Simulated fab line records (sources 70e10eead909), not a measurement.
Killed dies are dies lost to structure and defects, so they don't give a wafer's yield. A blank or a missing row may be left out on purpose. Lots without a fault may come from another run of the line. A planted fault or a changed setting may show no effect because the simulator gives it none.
fab line records	flow nand_harc
record: lots: 14	wafers: 42	last_day: 34
route steps=1302 shown P_BONDPAD@376 A_ONON_D1@432 END@1302
lots that met no fault: from a run of the same line without faults
start_h: the number of hours between the record's first day and the start of the first shown wafer of the lot	wait_h: time in hours since the lot's previous step	" as in the row above	L1.1+2: several wafers, shown together as one row	- either no value or no given start	* or withheld: withheld	< > ~ a bound
route shown NAME@n: NAME is a module with steps in the file, n the number in the route of the first one	usual: mean/standard deviation taken from wafers without a fault	same: alike in all rows	chamber/n: place in a boat	sites: per-site readings	_std_site: standard deviation of those values	_edge_site: the outer-site mean with the inner-site mean subtracted	radius_mm: how far each site lies from the wafer's centre	mask NAME#n: copy n	behind: the last tool/chamber to shape the wafer	hold: why the lot went on hold/how many hours it stayed there/how the hold came to an end	device: names the non-switching transistor (n, p or np)	end of line: tests of these same wafers at the route's end	step lacking rows: just its recipe	killed: dies that structure and defects cost at the first sort, which is not the same as the wafer's yield	map: the dies of a wafer, with x for killed, . for not killed, _ for no die there
set.NAME: setting as actually run; set.NAME@STEP: the setting as run at that earlier step	model.NAME: the simulator's own value behind a step, which no gauge read
steps of the route over a sample of lots; a table a step, a row a wafer
services: from which hour (start_h, from the record's first day; less than 0 if before it) a tool's chamber was out of use, for how many hours, and why
== steps ==
step: NHARC_P_BONDPAD_PVD_17
recipe: target_thk_a: 50	bias_v: 168.6	power_w: 15000	chamber_pressure_pa: 0.12	time_s: 8.06	substrate_temp_c: 50	material: TaN
usual: throttle_valve_pct: 30.3/0.84
lot.wafer	tool	chamber	start_h	wait_h	throttle_valve_pct
L772.2	pvd_sputter-02	-	-	-	30.7
L772.1	"	-	"	"	31.1
L772.5	"	-	"	"	30.7
L773.3	pvd_sputter-03	-	-	-	29.2
L773.2	"	-	"	"	28.6
L773.5	"	-	"	"	30.4
L774.4	pvd_sputter-02	-	-	-	30.5
L774.3	"	-	"	"	30.7
L774.5	"	-	"	"	30.7
L775.4	pvd_sputter-02	-	-	-	30.7
L775.6	"	-	"	"	30.8
L775.5	"	-	"	"	30.9
L776.4	pvd_sputter-01	-	-	-	30.3
L776.2	"	-	"	"	30.8
L776.1	"	-	"	"	31.0
L777.3	pvd_sputter-01	-	-	-	31.2
L777.4	"	-	"	"	30.7
L777.6	"	-	"	"	30.9
L778.1	pvd_sputter-03	-	-	-	30.3
L778.2	"	-	"	"	29.1
L778.5	"	-	"	"	28.5
L782.1	pvd_sputter-02	-	-	-	30.6
L782.3	"	-	"	"	30.6
L782.6	"	-	"	"	29.5
L784.4	pvd_sputter-03	-	-	-	28.6
L784.2	"	-	"	"	30.2
L784.3	"	-	"	"	29.2
L785.3	pvd_sputter-03	-	-	-	30.5
L785.2	"	-	"	"	28.7
L785.5	"	-	"	"	30.1
L792.4	pvd_sputter-01	-	-	-	31.4
L792.6	"	-	"	"	30.2
L792.5	"	-	"	"	31.6
L791.4	pvd_sputter-01	-	-	-	29.7
L791.2	"	-	"	"	30.5
L791.3	"	-	"	"	31.6
L793.3	pvd_sputter-02	-	-	-	30.1
L793.1	"	-	"	"	31.1
L793.6	"	-	"	"	30.0
L794.4	pvd_sputter-02	-	-	-	30.6
L794.3	"	-	"	"	28.5
L794.5	"	-	"	"	30.0
step: NHARC_A_ONON_D1_DEP_12
recipe: target_thk_a: 10000	n2_flow_sccm: 2750	n2o_flow_sccm: 2000	nh3_flow_sccm: 500	sih4_flow_sccm: 210	temp_c: 400
usual: n2_flow_sccm: 2749/7.8	n2o_flow_sccm: 2000/6.2
lot.wafer	tool	chamber	start_h	wait_h	n2_flow_sccm	n2o_flow_sccm
L772.1	pecvd_onon-03	0	171.48	0.1	2760	1995
L772.2	"	0	"	"	2755	2001
L772.5	"	0	"	"	2749	1989
L773.2	pecvd_onon-03	0	186.53	0.1	2743	1998
L773.3	"	0	"	"	2744	2005
L773.5	"	0	"	"	2727	2004
L774.3	pecvd_onon-01	0	186.62	0.2	2744	2000
L774.4	"	0	"	"	2732	2000
L774.5	"	0	"	"	2745	2000
L775.4	pecvd_onon-01	0	205.44	0.2	2757	1992
L775.5	"	0	"	"	2758	1999
L775.6	"	0	"	"	2768	1990
L776.1	pecvd_onon-03	0	210.44	0.1	2756	1997
L776.2	"	0	"	"	2760	2006
L776.4	"	0	"	"	2755	1991
L778.1	pecvd_onon-04	0	225.27	0.1	2742	1997
L778.2	"	0	"	"	2745	1996
L778.5	"	0	"	"	2734	1999
L777.3	pecvd_onon-01	0	225.36	0.2	2759	2008
L777.4	"	0	"	"	2757	2002
L777.6	"	0	"	"	2755	2004
L782.1	pecvd_onon-04	0	274.08	0.1	2753	1996
L782.3	"	0	"	"	2747	1997
L782.6	"	0	"	"	2742	2000
L784.2	pecvd_onon-04	-	290.15	0.1	-	-
L784.3	"	-	"	"	-	-
L784.4	"	-	"	"	-	-
L785.2	pecvd_onon-04	-	309.73	0.1	-	-
L785.3	"	-	"	"	-	-
L785.5	"	-	"	"	-	-
L791.2	pecvd_onon-03	0	367.52	0.1	2765	2005
L791.3	"	0	"	"	2752	2007
L791.4	"	0	"	"	2755	2011
L792.4	pecvd_onon-01	0	367.64	0.2	2752	1997
L792.5	"	0	"	"	2744	2002
L792.6	"	0	"	"	2743	1998
L793.1	pecvd_onon-03	0	382.22	0.1	2757	2003
L793.3	"	0	"	"	2754	1999
L793.6	"	0	"	"	2726	1995
L794.3	pecvd_onon-01	0	402.44	0.2	2749	1999
L794.4	"	0	"	"	2743	1990
L794.5	"	0	"	"	2737	1998
step: NHARC_END_SORT_01
recipe: temp_c: 25
usual: killed_at_array: 53/18	killed_at_other: 1.0/1.2	killed_at_periphery: 3.6/2.4	killed_dies: 58/18	killed_open: 3.4/1.8	killed_short: 2.3/1.5
same: gross_dies: 677
lot.wafer	tool	chamber	start_h	wait_h	killed_at_array	killed_at_other	killed_at_periphery	killed_dies	killed_open	killed_short
L784.2	prober-02	0	684.56	2.8	672	4	1	677	3	3
L784.3	prober-02	0	685.36	3.1	671	3	3	677	1	4
L784.4	prober-02	0	686.15	3.4	676	1	0	677	5	2
L785.2	prober-01	0	717.69	2.8	665	1	11	677	4	2
L785.3	prober-01	0	718.48	3.1	669	1	7	677	5	2
L785.5	prober-01	0	720.07	3.7	672	0	5	677	2	2
killed by level:class
L784.2 A_ONON_D1:area_dep=608 A_CHANNEL_HOLE_D1:chamber_film_flake=32 A_CHANNEL_HOLE_D2:chamber_film_flake=10 A_SLIT:chamber_film_flake=8 THIN_TSV:chamber_film_flake=4 A_STAIRCASE:chamber_film_flake=3 A_CONTACT:chamber_film_flake=3 A_ONON_D1:geometric_particle:short=1
L784.3 A_ONON_D1:area_dep=605 A_CHANNEL_HOLE_D1:chamber_film_flake=30 A_CHANNEL_HOLE_D2:chamber_film_flake=12 A_WL_FILL:chamber_film_flake=7 A_CONTACT:chamber_film_flake=6 A_SLIT:chamber_film_flake=3 THIN_TSV:chamber_film_flake=3 A_STAIRCASE:chamber_film_flake=2
L784.4 A_ONON_D1:area_dep=618 A_CHANNEL_HOLE_D1:chamber_film_flake=34 A_CONTACT:chamber_film_flake=6 A_CHANNEL_HOLE_D2:chamber_film_flake=5 A_SLIT:chamber_film_flake=3 A_CHANNEL_FILL_D2:chamber_film_flake=2 A_ONON_D1:geometric_particle:open=1 A_CHANNEL_FILL_D1:geometric_particle:short=1
L785.2 A_ONON_D1:area_dep=594 A_CHANNEL_HOLE_D1:chamber_film_flake=31 A_SLIT:chamber_film_flake=17 A_CHANNEL_HOLE_D2:chamber_film_flake=9 A_CONTACT:chamber_film_flake=4 A_BONDPAD:chamber_film_flake=4 P_M0:geometric_particle:open=3 P_CONTACT:chamber_film_flake=3
L785.3 A_ONON_D1:area_dep=585 A_SLIT:chamber_film_flake=29 A_CHANNEL_HOLE_D1:chamber_film_flake=22 A_CHANNEL_HOLE_D2:chamber_film_flake=14 A_BONDPAD:chamber_film_flake=5 P_CONTACT:geometric_particle:open=2 P_GATE:chamber_film_flake=2 P_CONTACT:chamber_film_flake=2
L785.5 A_ONON_D1:area_dep=598 A_CHANNEL_HOLE_D1:chamber_film_flake=34 A_SLIT:chamber_film_flake=20 A_CHANNEL_HOLE_D2:chamber_film_flake=8 A_CONTACT:chamber_film_flake=5 A_BONDPAD:chamber_film_flake=4 P_GATE:chamber_film_flake=2 P_CONTACT:geometric_particle:open=1
== services ==
tool	chamber	start_h	hours	kind
pecvd_onon-04	-	130.10	13.0	pm
pvd_sputter-02	-	153.66	2.3	repair
pvd_sputter-03	-	170.00	10.0	pm
pecvd_onon-03	-	190.23	11.4	repair
pvd_sputter-01	-	212.24	4.9	repair
pvd_sputter-01	-	226.04	10.0	pm
pecvd_onon-03	-	227.00	13.0	pm
pvd_sputter-02	-	239.93	2.7	repair
pvd_sputter-02	-	250.48	2.4	repair
pecvd_onon-01	-	269.52	13.0	pm
pvd_sputter-02	-	282.05	10.0	pm
pecvd_onon-04	-	311.10	13.0	pm
pvd_sputter-03	-	348.00	10.0	pm
== key ==
first_sign: step: NHARC_A_ONON_D1_DEP_12	reading: tool_record	direction: missing
effect: step: NHARC_END_SORT_01	reading: killed_at_array	direction: up	sigmas: 35	usual: 53	struck: 671
more_kills_born_at: NHARC_A_ONON_D1_DEP_12@pecvd_onon-04: 3608
met_at NHARC_A_ONON_D1_DEP_12
struck_lots L784,L785
later_rows_left_out L784.2,L784.3,L784.4,L785.2,L785.3,L785.5
tester_left_out L784,L785
not_acting_at NHARC_P_BONDPAD_PVD_17
onset_between 274.08 290.15
fault: kind: skipped_step_whole	tool: pecvd_onon-04	chamber: -	onset_h: 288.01	steps: NHARC_A_ONON_D1_DEP_12	scope: struck_lots_only
tester_left_out: of these lots the tester's yield and bins aren't shown, on N5 and GAA mostly nor the transistor test; their killed dies are dies lost to structure and defects alone, not to doping, threshold or leakage, so they don't give the yield
later_rows_left_out: the simulator's readings of these wafers behind a module that went badly wrong aren't trusted and aren't shown, but for the sort
